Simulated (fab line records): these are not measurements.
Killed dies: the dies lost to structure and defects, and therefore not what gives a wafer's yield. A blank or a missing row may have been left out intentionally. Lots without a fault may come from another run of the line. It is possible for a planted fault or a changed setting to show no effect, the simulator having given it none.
Problem report in the 8D (eight disciplines) form, filled by code ; flow n5Finfet ; the parts of the form that need people (team, actions taken, sign-off) are left out

1. THE PROBLEM
At N5_PASSIVATION_PROBE_49, killed_at_M4_up averages 140 over 6 wafers from 2 lots, while fault-free wafers read 14, standard deviation 5.1. That is +25 standard deviations from the usual mean.
First seen on wafer L392.2, day 16 04:18, on prober-01. The record holds 6 wafers of 2 lots with a number at this step. By rule, "out" or "out of limits" means more than 4 standard deviations away from the usual mean. Any other wafer with a number is counted as sound.

2. WHAT IT IS AND WHAT IT IS NOT
question;is;is not
which readings at this step;killed_at_M4_up, defectLimitedYield, killedDies, sort_bin_5_function, sortNPass, sortYieldPct;killed_at_M0_to_M3, killedAtContacts, killedAtFrontEnd, killedOpen, killedShort
which lots;L392, L395;-
which wafers of those lots;all that have a number;-
read on which tools;prober-01;-
when;from day 16 04:18;up to then (0 sound wafers)

3. THE SUSPECTS, EACH WITH WHAT RULES IT OUT
Counting: a tool stays on the suspect list if, at a process step up to the reading, it processed all lots that are out and no sound lot following the first of them.
- rieDiel-04 at N5_BEOL_M5_ETCH_75 (etches underlayer in N2/H2, target depth 6.5 nm, time 5.2 s): kept. It ran every lot that is out, first L392 (day 11 17:08), and no sound lot after that.
- prober-01 at N5_PASSIVATION_PROBE_49: kept. It ran every lot that is out, first L392 (day 16 04:18), and no sound lot after that. Its own readings are out on those wafers: defectLimitedYield, killed_at_M4_up, killedDies, sort_bin_5_function, sortNPass, sortYieldPct.
After counting, rieDiel-04 at N5_BEOL_M5_ETCH_75 and prober-01 at N5_PASSIVATION_PROBE_49 remain.

4. THE CAUSE (what the simulator had put in)
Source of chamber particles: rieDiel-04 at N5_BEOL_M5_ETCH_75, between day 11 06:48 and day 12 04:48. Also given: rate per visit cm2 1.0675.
Counting leaves 2 suspects; this tool is one of them.

5. THE CHAIN OF EFFECTS, in route order
One row per reading whose mean, taken over the struck wafers that have a number, lies over 3 standard deviations from the usual. Readings are gone through only where the record gives a usual standard deviation; hours: the median, over the lots, of the time from a lot's start at the first step in this table giving one to that lot's start at this step; sigmas: the change measured in usual standard deviations.
hours;step;reading;usual;on struck wafers;change;sigmas
0;N5_PASSIVATION_PROBE_49;defectLimitedYield;91.3 %;80.7;-10.6;-7.1
0;N5_PASSIVATION_PROBE_49;killed_at_M4_up;14;140;+126;+25
0;N5_PASSIVATION_PROBE_49;killedDies;103;228;+125;+6.9
0;N5_PASSIVATION_PROBE_49;sort_bin_5_function;5.1 %;12.5;+7.4;+7.4
0;N5_PASSIVATION_PROBE_49;sortNPass;1077;952;-125;-6.9
0;N5_PASSIVATION_PROBE_49;sortYieldPct;91.3 %;80.7;-10.6;-7.1
Its process steps:
- N5_PASSIVATION_PROBE_49

6. WHAT WOULD HAVE CAUGHT IT SOONER
In this record the first reading out of limits was taken at day 16 04:18, 118 hours after the fault began at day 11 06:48.
No tool reading at N5_BEOL_M5_ETCH_75 that has a usual standard deviation in the record was out on any struck wafer, so an alarm limit of 4 standard deviations on those readings would not have fired.
Each of the lots that are out, 2 in all, had begun N5_BEOL_M5_ETCH_75 on rieDiel-04 no later than day 16 04:18. Had the tool been put on hold then, not one of them would have been saved.
